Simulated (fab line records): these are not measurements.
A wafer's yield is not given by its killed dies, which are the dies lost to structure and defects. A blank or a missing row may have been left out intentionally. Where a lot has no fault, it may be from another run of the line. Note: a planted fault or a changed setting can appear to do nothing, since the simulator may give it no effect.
What tool caused it? || flow nand_harc || 39 wafers sampled from 13 lots at 1 step of a route of 1302

## WHAT THE GAUGES SHOWED, per wafer
NHARC_P_ZERO_WELL_CD_MEAS_37: target cd 720 nm. Usual: cd_nm reads 719.5 nm (standard deviation 1.8).
{"lot": "L310", "measured": "day 2 02:35", "on": "cd_sem-01", "cd_nm (nm)": "721.0 720.9 721.8", "flag": ""}
{"lot": "L311", "measured": "day 2 10:25", "on": "cd_sem-01", "cd_nm (nm)": "720.6 718.6 720.6", "flag": ""}
{"lot": "L312", "measured": "day 2 20:09", "on": "cd_sem-03", "cd_nm (nm)": "721.3 718.5 720.6", "flag": ""}
{"lot": "L313", "measured": "day 3 06:31", "on": "cd_sem-02", "cd_nm (nm)": "718.5 721.5 719.1", "flag": ""}
{"lot": "L314", "measured": "day 3 16:13", "on": "cd_sem-02", "cd_nm (nm)": "719.1 721.4 723.8", "flag": ""}
{"lot": "L315", "measured": "day 4 02:07", "on": "cd_sem-03", "cd_nm (nm)": "719.6 718.2 720.6", "flag": ""}
{"lot": "L318", "measured": "day 5 08:12", "on": "cd_sem-01", "cd_nm (nm)": "721.7 718.7 719.5", "flag": ""}
{"lot": "L319", "measured": "day 5 18:06", "on": "cd_sem-02", "cd_nm (nm)": "718.6 720.4 722.6", "flag": ""}
{"lot": "L320", "measured": "day 6 04:07", "on": "cd_sem-02", "cd_nm (nm)": "717.8 718.9 716.7", "flag": ""}
{"lot": "L321", "measured": "day 6 14:23", "on": "cd_sem-01", "cd_nm (nm)": "718.9 720.7 717.3", "flag": ""}
{"lot": "L322", "measured": "day 7 02:09", "on": "cd_sem-02", "cd_nm (nm)": "720.2 715.5 715.5", "flag": ""}
{"lot": "L324", "measured": "day 7 20:18", "on": "cd_sem-01", "cd_nm (nm)": "716.9 718.5 716.4", "flag": ""}
{"lot": "L333", "measured": "day 11 14:07", "on": "cd_sem-03", "cd_nm (nm)": "721.5 723.5 722.5", "flag": ""}

## WHAT TOOL EACH LOT RAN ON (gives the tool, then ch and the chambers of the sampled wafers, and finally the start)
The record shows no process step preceding these readings.

## AS READ BY THE TOOLS THEMSELVES (means over the sampled wafers that have a number; for cases with no such wafer, the mark the record gives instead)
The record holds no such reading with a usual standard deviation.

## THE ANSWER, worked out from the rows above alone
Rule: a lot is off if the mean of its wafers that have a number lies more than 3 standard deviations from the usual mean. A lot without any number at a reading at which 4 lots or more have one is off too. The other lots that the step has rows for count as sound. After the gauges, taken in route order, come the tools' own readings; for these a lot's mean is taken, as printed above. The first step at which some lot is off is used, and at that step the reading that is off furthest; a lot without a number counts as furthest.
None of the lots is off at any reading shown; this tells nothing.

## WHAT THE SIMULATOR HAD INSERTED
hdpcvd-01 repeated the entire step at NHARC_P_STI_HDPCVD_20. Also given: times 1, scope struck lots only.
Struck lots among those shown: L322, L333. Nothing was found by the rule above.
